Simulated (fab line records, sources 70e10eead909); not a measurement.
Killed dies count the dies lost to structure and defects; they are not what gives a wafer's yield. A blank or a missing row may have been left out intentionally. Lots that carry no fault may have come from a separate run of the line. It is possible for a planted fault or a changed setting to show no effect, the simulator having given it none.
Which of the tools did it? -- flow nand-harc -- Sampling: 12 lots, 36 wafers, 3 of 1302 route steps

WHAT THE GAUGES READ, wafer by wafer
NHARC_A_SGD_CUT_THK_MEAS_22: measures by ellipsometry.
lot,measured,on,thk-nm (nm)
L074,day 19 06:11,film-metro-01,148.1 147.2 148.4
L078,day 20 22:25,film-metro-02,150.1 148.5 148.4
L079,day 21 01:54,film-metro-02,148.0 146.6 148.9
L080,day 22 19:51,film-metro-01,147.2 147.6 149.1
L083,day 23 04:23,film-metro-02,149.0 148.1 149.0
L086,day 24 21:47,film-metro-01,148.7 148.6 149.1
L084,day 24 21:50,film-metro-02,149.5 146.5 146.8
L090,day 25 20:10,film-metro-02,146.5 147.7 145.1
L089,day 26 09:35,film-metro-01,149.0 149.5 149.8
L095,day 28 00:37,film-metro-02,150.6 150.4 147.6
L093,day 28 00:37,film-metro-02,148.9 149.8 148.7
L097,day 28 21:33,film-metro-02,148.1 151.6 147.6

EACH LOT AND THE TOOL THAT RAN IT (in order: tool; ch and the chambers of the sampled wafers; start)
lot,NHARC_A_SGD_CUT_DESCUM_14,NHARC_A_SGD_CUT_ETCH_59
L074,"rie-diel-02 ch 0,1,2, day 19 01:06","rie-diel-02 ch 1,3, day 19 06:11 or earlier"
L078,"rie-diel-02 ch 0,1,2, day 20 16:04","rie-diel-02 ch 0,2,3, day 20 22:25 or earlier"
L079,"rie-diel-02 ch 0,3, day 20 19:19","rie-diel-02 ch 0,1, day 21 01:54 or earlier"
L080,"rie-diel-02 ch 0,3, day 22 13:28","rie-diel-02 ch 1,2, day 22 19:51 or earlier"
L083,"rie-diel-12 ch 0,3, day 22 22:05","rie-diel-12 ch 0,2,3, day 23 04:23 or earlier"
L086,"rie-diel-02 ch 0,3, day 24 15:43","rie-diel-02 ch 0,2,3, day 24 21:47 or earlier"
L084,"rie-diel-06 ch 0,1,2, day 24 16:06","rie-diel-06 ch 0,1,2, day 24 21:50 or earlier"
L090,"rie-diel-02 ch 2,3, day 25 14:02","rie-diel-02 ch 0,1,3, day 25 20:10 or earlier"
L089,"rie-diel-12 ch 1,2, day 26 03:25","rie-diel-12 ch 2,3, day 26 09:35 or earlier"
L095,"rie-diel-02 ch 1,2, day 27 15:46","rie-diel-02 ch 0,1,2, day 28 00:37 or earlier"
L093,"rie-diel-02 ch 1,2,3, day 27 18:35","rie-diel-02 ch 0,3, day 28 00:37 or earlier"
L097,"rie-diel-12 ch 0,1,3, day 28 15:29","rie-diel-12 ch 0,1,2, day 28 21:33 or earlier"
- NHARC_A_SGD_CUT_DESCUM_14: chemistry O2, time 3 s.
- NHARC_A_SGD_CUT_ETCH_59: etches the open film in N2/H2, target depth 260 nm, time 406.25 s.

THE ANSWER, worked out from the rows above alone
Rule: what is usual is taken from the lots themselves. The widest of any qualifying gaps counts: lots, ordered by their means at a reading, are off when they make up no more than a third of the lots, leave a main group of 4 or more, and stand apart from it by 3 or more times the standard deviation of that group's means. Not used: any main group whose means are identical at the precision the tables above print for the reading. A lot without any number at a reading at which 4 lots or more have one is off too. Any other lot the step has rows for is counted as sound.
Across all readings shown, no lot is off: no conclusion can be drawn from this.

WHAT THE SIMULATOR PUT IN
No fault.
